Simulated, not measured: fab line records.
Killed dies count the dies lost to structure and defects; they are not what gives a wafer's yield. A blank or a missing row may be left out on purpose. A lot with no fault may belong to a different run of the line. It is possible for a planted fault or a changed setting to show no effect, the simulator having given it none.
fab line records ; flow n5_finfet ; part 2 of 2: steps 22 to 27 of 27
[record] lots = 5; wafers = 15; last_day = 18
route steps=1938 shown GATE_CUT@468
lots untouched by any fault: they come from a run of this same line in which no faults occurred
start_h: hours from the record's first day to the start of the lot's first wafer shown ; wait_h: hours from the lot's prior step to this one ; " unchanged from the row above ; L1.1+2: one row covering several wafers at once ; - no value present, or no start provided ; * or withheld: withheld ; < > ~ a bound
route shown NAME@n: a module of which the file shows steps, and the number in the route of the first ; usual: mean and standard deviation over wafers with no fault ; same: alike in all rows ; chamber/n: place in a boat ; sites: per-site readings ; _std_site: how widely they spread, as a standard deviation ; _edge_site: outer sites' mean less inner sites' ; radius_mm: for every site, how far away it sits from the centre of the wafer ; mask NAME#n: copy n ; behind: tool/chamber where the wafer was last shaped ; hold: the reason the lot was held/the length of the hold in hours/how it ended ; device: transistor that didn't switch, given as n, p or np ; end of line: tests run on the same wafers once the route is complete ; step lacking rows: just its recipe ; killed: dies that structure and defects cost at the first sort, which is not the same as the wafer's yield ; map: shows each die of a wafer: x if killed, . if not, _ if none is there
set.NAME: the setting the step ran with; set.NAME@STEP: the setting that earlier step ran with ; model.NAME: the simulator's own value behind a step, which no gauge read
certain route steps with their lots: each step a table, each wafer a row
services: from which hour (start_h, from the record's first day; less than 0 if before it) a tool's chamber was out of use, for how many hours, and why
[[steps]]
[step N5_GATE_CUT_DESCUM_18]
[recipe] chemistry = O2; time_s = 7; source_power_w = 50; bias_power_w = 20; pressure_mtorr = 20; rf_frequency_hz = 2.712e+07; temp_c = 40; resist = CAR-EUV; o2_flow_sccm = 225
[usual] drypump_motor_current_A = 5.8/0.54; oes_product_au = 0.76/0.094; rf_vpp_V = 243.2/1.5; showerhead_plenum_p_Torr = 2.10/0.077; throttle_valve_pct = 20.42/0.17
lot.wafer;tool;chamber;start_h;wait_h;drypump_motor_current_A;oes_product_au;rf_hours_counter_h;rf_vpp_V;showerhead_plenum_p_Torr;throttle_valve_pct
L075.1;rie_diel-05;0;93.72;0.0;5.4;0.72;184;242.9;2.16;20.28
L075.3;rie_diel-05;3;93.72;0.0;6.4;0.82;67;242.4;2.03;20.28
L075.4;rie_diel-05;2;93.72;0.0;6.5;0.99;6;241.4;2.07;20.37
L088.1;rie_diel-02;2;170.37;0.0;6.7;0.85;66;243.8;2.11;20.66
L088.4;rie_diel-02;3;170.37;0.0;6.5;0.78;-;242.9;2.09;20.46
L088.6;rie_diel-02;2;170.37;0.0;6.7;0.84;-;244.0;2.11;20.65
L089.3;rie_diel-04;3;179.05;0.0;5.4;0.95;9;244.4;2.26;20.16
L089.5;rie_diel-04;2;179.05;0.0;5.7;0.69;-;243.1;2.16;20.48
L089.6;rie_diel-04;3;179.05;0.0;5.5;0.95;-;246.0;2.26;20.15
L091.2;rie_diel-02;3;189.36;0.0;6.4;0.77;156;242.5;2.08;20.48
L091.5;rie_diel-02;2;189.36;0.0;6.7;0.84;-;242.4;2.11;20.65
L091.6;rie_diel-02;0;189.36;0.0;5.0;0.69;-;241.6;1.96;20.50
L097.3;rie_diel-05;1;220.57;0.0;5.6;0.76;149;241.4;2.02;20.36
L097.4;rie_diel-05;0;220.57;0.0;5.4;0.69;221;243.4;2.15;20.35
L097.5;rie_diel-05;0;220.57;0.0;5.4;0.70;-;243.6;2.15;20.34
[step N5_GATE_CUT_ETCH_28]
[recipe] chemistry = N2/H2; target = underlayer; target_depth_a = 130; mask_material = CAR-EUV; time_s = 10.4; ion_energy_ev = 200; pressure_mtorr = 30; source_w = 840; bias_w = 150; n2_flow_sccm = 200; h2_flow_sccm = 200; ends = cleared
[usual] drypump_motor_current_A = 5.8/0.54; etch_rf_on_time_s = 10.48/0.27; oes_product_au = 0.65/0.075; rf_vpp_V = 524.1/2.6; showerhead_plenum_p_Torr = 2.55/0.093; throttle_valve_pct = 17.86/0.25
lot.wafer;tool;chamber;start_h;wait_h;drypump_motor_current_A;etch_rf_on_time_s;oes_product_au;rf_hours_counter_h;rf_vpp_V;showerhead_plenum_p_Torr;throttle_valve_pct
L075.1;rie_diel-05;0;93.76;0.0;5.5;10.29;0.62;184;526.2;2.64;17.92
L075.3;rie_diel-05;3;93.76;0.0;6.3;10.68;0.71;68;520.1;2.47;17.77
L075.4;rie_diel-05;2;93.76;0.0;6.4;10.56;0.82;6;520.9;2.50;17.64
L088.1;rie_diel-02;2;170.41;0.0;6.7;10.90;0.70;66;525.4;2.57;18.08
L088.4;rie_diel-02;3;170.41;0.0;6.4;10.72;0.65;-;523.0;2.55;17.92
L088.6;rie_diel-02;2;170.41;0.0;6.7;10.85;0.70;-;524.9;2.57;18.07
L089.3;rie_diel-04;3;179.08;0.0;5.5;10.54;0.81;9;528.3;2.70;17.23
L089.5;rie_diel-04;2;179.08;0.0;5.7;10.22;0.60;-;526.0;2.61;17.81
L089.6;rie_diel-04;3;179.08;0.0;5.5;10.54;0.79;-;528.8;2.70;17.23
L091.2;rie_diel-02;3;189.39;0.0;6.5;10.86;0.64;156;524.6;2.54;17.93
L091.5;rie_diel-02;2;189.39;0.0;6.8;10.85;0.69;-;524.2;2.57;18.07
L091.6;rie_diel-02;0;189.39;0.0;5.1;10.00;0.60;-;521.5;2.38;17.99
L097.3;rie_diel-05;1;220.60;0.0;5.6;10.62;0.65;149;520.7;2.44;17.74
L097.4;rie_diel-05;0;220.60;0.0;5.4;10.30;0.61;221;526.8;2.62;18.00
L097.5;rie_diel-05;0;220.60;0.0;5.5;10.41;0.60;-;526.6;2.62;17.98
[step N5_GATE_CUT_ETCH_36]
[recipe] chemistry = CF4; target = SiARC; target_depth_a = 130; mask_material = CAR-EUV; time_s = 21.7; ion_energy_ev = 80; pressure_mtorr = 40; source_w = 545; bias_w = 36; Ar_flow_sccm = 100; cf4_flow_sccm = 100; ends = cleared
[usual] drypump_motor_current_A = 5.8/0.54; etch_rf_on_time_s = 21.8/0.51; oes_product_au = 0.65/0.077; rf_vpp_V = 184.0/1.2; showerhead_plenum_p_Torr = 2.15/0.075; throttle_valve_pct = 15.63/0.21
lot.wafer;tool;chamber;start_h;wait_h;drypump_motor_current_A;etch_rf_on_time_s;oes_product_au;rf_hours_counter_h;rf_vpp_V;showerhead_plenum_p_Torr;throttle_valve_pct
L075.1;rie_diel-05;0;93.78;0.0;5.5;21.5;0.62;184;185.5;2.21;15.53
L075.3;rie_diel-05;3;93.78;0.0;6.4;22.6;0.70;68;183.1;2.08;15.42
L075.4;rie_diel-05;2;93.78;0.0;6.5;21.7;0.83;6;185.3;2.12;15.49
L088.1;rie_diel-02;2;170.42;0.0;6.7;22.5;0.70;66;184.6;2.17;15.85
L088.4;rie_diel-02;3;170.42;0.0;6.5;22.3;0.65;-;184.7;2.14;15.69
L088.6;rie_diel-02;2;170.42;0.0;6.7;22.3;0.70;-;183.7;2.17;15.86
L089.3;rie_diel-04;3;179.10;0.0;5.5;22.1;0.81;9;185.7;2.28;15.12
L089.5;rie_diel-04;2;179.10;0.0;5.7;21.5;0.60;-;185.5;2.21;15.68
L089.6;rie_diel-04;3;179.10;0.0;5.5;22.0;0.80;-;186.6;2.28;15.15
L091.2;rie_diel-02;3;189.41;0.0;6.5;22.1;0.65;156;182.5;2.13;15.70
L091.5;rie_diel-02;2;189.41;0.0;6.8;22.7;0.70;-;183.5;2.17;15.86
L091.6;rie_diel-02;0;189.41;0.0;5.0;20.8;0.59;-;180.6;2.02;15.79
L097.3;rie_diel-05;1;220.62;0.0;5.6;21.4;0.65;149;182.5;2.07;15.52
L097.4;rie_diel-05;0;220.62;0.0;5.4;21.1;0.61;221;184.8;2.20;15.61
L097.5;rie_diel-05;0;220.62;0.0;5.4;21.4;0.60;-;184.3;2.20;15.59
[step N5_GATE_CUT_ETCH_37]
[recipe] chemistry = N2/H2; target = SOC; target_depth_a = 600; overetch_a = 120; mask_material = SiARC; temp_c = 40; time_s = 90; ion_energy_ev = 200; pressure_mtorr = 30; source_w = 840; bias_w = 150; n2_flow_sccm = 200; h2_flow_sccm = 200
[usual] drypump_motor_current_A = 5.8/0.54; oes_product_au = 0.68/0.08; rf_vpp_V = 524.1/2.7; showerhead_plenum_p_Torr = 2.55/0.093; throttle_valve_pct = 17.84/0.25
lot.wafer;tool;chamber;start_h;wait_h;drypump_motor_current_A;oes_product_au;rf_hours_counter_h;rf_vpp_V;showerhead_plenum_p_Torr;throttle_valve_pct
L075.1;rie_diel-05;0;93.80;0.0;5.4;0.65;184;527.3;2.64;17.91
L075.3;rie_diel-05;3;93.80;0.0;6.4;0.76;68;523.0;2.47;17.76
L075.4;rie_diel-05;2;93.80;0.0;6.5;0.87;6;521.9;2.50;17.61
L088.1;rie_diel-02;2;170.45;0.0;6.7;0.75;66;525.7;2.57;18.05
L088.4;rie_diel-02;3;170.45;0.0;6.5;0.69;-;524.6;2.55;17.89
L088.6;rie_diel-02;2;170.45;0.0;6.8;0.75;-;524.6;2.57;18.07
L089.3;rie_diel-04;3;179.13;0.0;5.5;0.85;9;527.7;2.70;17.20
L089.5;rie_diel-04;2;179.13;0.0;5.7;0.62;-;525.9;2.61;17.79
L089.6;rie_diel-04;3;179.13;0.0;5.5;0.85;-;528.6;2.70;17.20
L091.2;rie_diel-02;3;189.44;0.0;6.5;0.68;156;524.4;2.54;17.90
L091.5;rie_diel-02;2;189.44;0.0;6.7;0.75;-;525.0;2.57;18.07
L091.6;rie_diel-02;0;189.44;0.0;5.1;0.61;-;520.1;2.38;17.94
L097.3;rie_diel-05;1;220.65;0.0;5.6;0.68;149;522.0;2.44;17.71
L097.4;rie_diel-05;0;220.65;0.0;5.5;0.62;221;525.5;2.62;17.96
L097.5;rie_diel-05;0;220.65;0.0;5.5;0.63;-;525.7;2.62;17.95
[step N5_GATE_CUT_STRIP_38]
[recipe] chemistry = N2/H2; temp_c = 40; n2_flow_sccm = 200; h2_flow_sccm = 200; rf_frequency_hz = 6e+07
lot.wafer;tool;chamber;start_h;wait_h
L075.1+3+4;rie_diel-05;0,3,2;93.87;0.0
L088.1+4+6;rie_diel-02;2,3,2;170.51;0.0
L089.3+5+6;rie_diel-04;3,2,3;179.19;0.0
L091.2+5+6;rie_diel-02;3,2,0;189.50;0.0
L097.3+4+5;rie_diel-05;1,0,0;220.71;0.0
[step N5_GATE_CUT_STRIP_39]
[recipe] chemistry = N2/H2; temp_c = 40; n2_flow_sccm = 200; h2_flow_sccm = 200; rf_frequency_hz = 6e+07
lot.wafer;tool;chamber;start_h;wait_h
L075.1+3+4;rie_diel-05;0,3,2;93.88;0.0
L088.1+4+6;rie_diel-02;2,3,2;170.52;0.0
L089.3+5+6;rie_diel-04;3,2,3;179.20;0.0
L091.2+5+6;rie_diel-02;3,2,0;189.51;0.0
L097.3+4+5;rie_diel-05;1,0,0;220.72;0.0
[[services]]
tool;chamber;start_h;hours;kind
euv_scanner-02;-;75.03;4.6;pm
ald_sin-03;3;76.69;9.6;repair
rie_diel-05;-;77.98;2.8;pm
euv_scanner-01;-;81.60;1.0;pm
rie_diel-02;2;84.27;3.8;repair
ald_sin-01;-;85.90;14.0;pm
cmp-02;-;86.96;1.6;repair
ald_sin-03;0;95.77;2.0;repair
wet_bench-06;-;97.48;7.4;repair
cmp-04;-;111.92;6.0;pm
cmp-01;-;118.04;1.8;repair
euv_scanner-02;-;133.43;1.0;pm
rie_metal-02;1;136.47;5.3;repair
euv_scanner-01;-;137.38;4.6;pm
rie_diel-04;1;142.41;4.1;repair
rie_diel-05;0;149.93;9.9;repair
cmp-04;-;152.57;1.3;repair
wet_bench-05;-;174.34;1.9;pm
cmp-04;-;176.96;4.8;pm
euv_scanner-02;-;189.58;1.0;pm
euv_scanner-01;-;193.90;1.0;pm
pecvd-02;-;206.05;3.1;repair
euv_scanner-01;-;213.62;2.1;repair
pecvd-02;-;217.20;2.8;pm
